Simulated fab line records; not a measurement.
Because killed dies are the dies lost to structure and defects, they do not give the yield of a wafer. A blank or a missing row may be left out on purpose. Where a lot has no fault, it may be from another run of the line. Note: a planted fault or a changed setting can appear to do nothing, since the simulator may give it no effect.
Comparing a struck lot with a sound one ; flow n5_finfet ; 16 out of 1938 route steps
Sound: wafers L633.3, L633.5, L633.6. Wafers L639.1, L639.3, L639.4 were the ones struck. The cause is given at the end.
For every step that has rows: the tool of each side, followed by ch and its chambers, followed by its first start. Under that, the readings that differ: sound wafers ; struck wafers ; difference of the means ; sigmas: that difference in standard deviations of wafers without a fault.
alike: same words and numbers on both sides, and readings whose means sit less than 2 such deviations apart. not compared: any withheld reading, any reading some wafer has no value for, any bound like >300 that may hide the same value, and any number with overlapping values for which the record gives no deviation.
The two part at a step that has a row with sigmas, a row that says differs or no value, or rows on one side only. Non-overlapping numbers with no deviation appear without sigmas and do not part them. A reading that every wafer of one side lacks parts them only if that side has two wafers or more.

N5_BEOL_M2_SPUTTER_86: material Cu, target thk 4.5 nm, time 8.29 s.
  sound on pvd_sputter-03, day 7 13:52; struck on pvd_sputter-01, day 9 02:43
  alike: throttle_valve_pct
N5_BEOL_M2_ANNEAL_87: time 240 s.
  sound on pvd_sputter-03, day 7 13:57; struck on pvd_sputter-01, day 9 02:48
  alike: heater_power_w
then, 1 step without rows for these wafers: N5_BEOL_M2_SPUTTER_88 (material Cu, target thk 4.5 nm, time 8.29 s).
N5_BEOL_M2_ANNEAL_89: time 240 s.
  sound on pvd_sputter-03, day 7 14:10; struck on pvd_sputter-01, day 9 03:01
  alike: heater_power_w
N5_BEOL_M2_SPUTTER_90: material Cu, target thk 4.5 nm, time 8.29 s.
  sound on pvd_sputter-03, day 7 14:19; struck on pvd_sputter-01, day 9 03:10
  alike: throttle_valve_pct
then, 5 steps without rows for these wafers: N5_BEOL_M2_ANNEAL_91 (time 240 s); N5_BEOL_M2_SPUTTER_92 (material Cu, target thk 4.5 nm, time 8.29 s); N5_BEOL_M2_ANNEAL_93 (time 240 s); N5_BEOL_M2_SPUTTER_94 (material Cu, target thk 4.5 nm, time 8.29 s); N5_BEOL_M2_ANNEAL_95 (time 240 s).
N5_BEOL_M2_SPUTTER_96: material Cu, target thk 4.5 nm, time 8.29 s.
  sound on pvd_sputter-03, day 7 14:58; struck on pvd_sputter-01, day 9 03:49
  alike: throttle_valve_pct
then, 1 step without rows for these wafers: N5_BEOL_M2_ECD_50 (material Cu, target thk 300 nm).
N5_BEOL_M2_ANNEAL_51: time 90 s.
  sound on rtp_anneal-02 ch 0, day 7 15:15; struck on rtp_anneal-02 ch 0, day 9 04:01
reading;sound;struck;difference;sigmas
wafer_temp_C_max;225.7 226.0 226.3;228.3 228.4 228.3;+2.3;+7
then, 1 step without rows for these wafers: N5_BEOL_M2_CMP_52 (polishes, stops on SiOC, t overpolish 6.8 s, target thk 40 nm).
N5_BEOL_M4_RC_MEAS_101:
  sound on prober-02 ch 0, day 8 15:25; struck on prober-02 ch 0, day 10 04:43
  alike: DIBL_N, DIBL_P, IOFF_N, IOFF_P, ION_N, ION_P, SS_N, SS_P, VT_N, VT_P
-- a jump in the record: the struck wafers' starts before and after are 5 days apart (it breaks off in module BEOL_M4 and resumes in module PASSIVATION, where the first step shown is number 1936 of the route) --
N5_PASSIVATION_PROBE_49:
  sound on prober-01, day 13 04:18; struck on prober-02, day 15 02:22
reading;sound;struck;difference;sigmas
killed_at_M0_to_M3;38 23 26;61 52 47;+24;+2
  alike: defect_limited_yield, killed_at_M4_up, killed_at_contacts, killed_at_front_end, killed_at_other, killed_dies, killed_open, killed_short, sort_bin_5_function, sort_bin_6_memory, sort_n_pass, sort_yield_pct

## WHERE THEY PART
Earliest at N5_BEOL_M2_ANNEAL_51; latest, in this record, at N5_PASSIVATION_PROBE_49.

WHY: the cause the simulator had injected
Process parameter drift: rtp_anneal-02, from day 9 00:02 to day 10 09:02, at N5_BEOL_M2_ANNEAL_51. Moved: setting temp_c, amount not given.
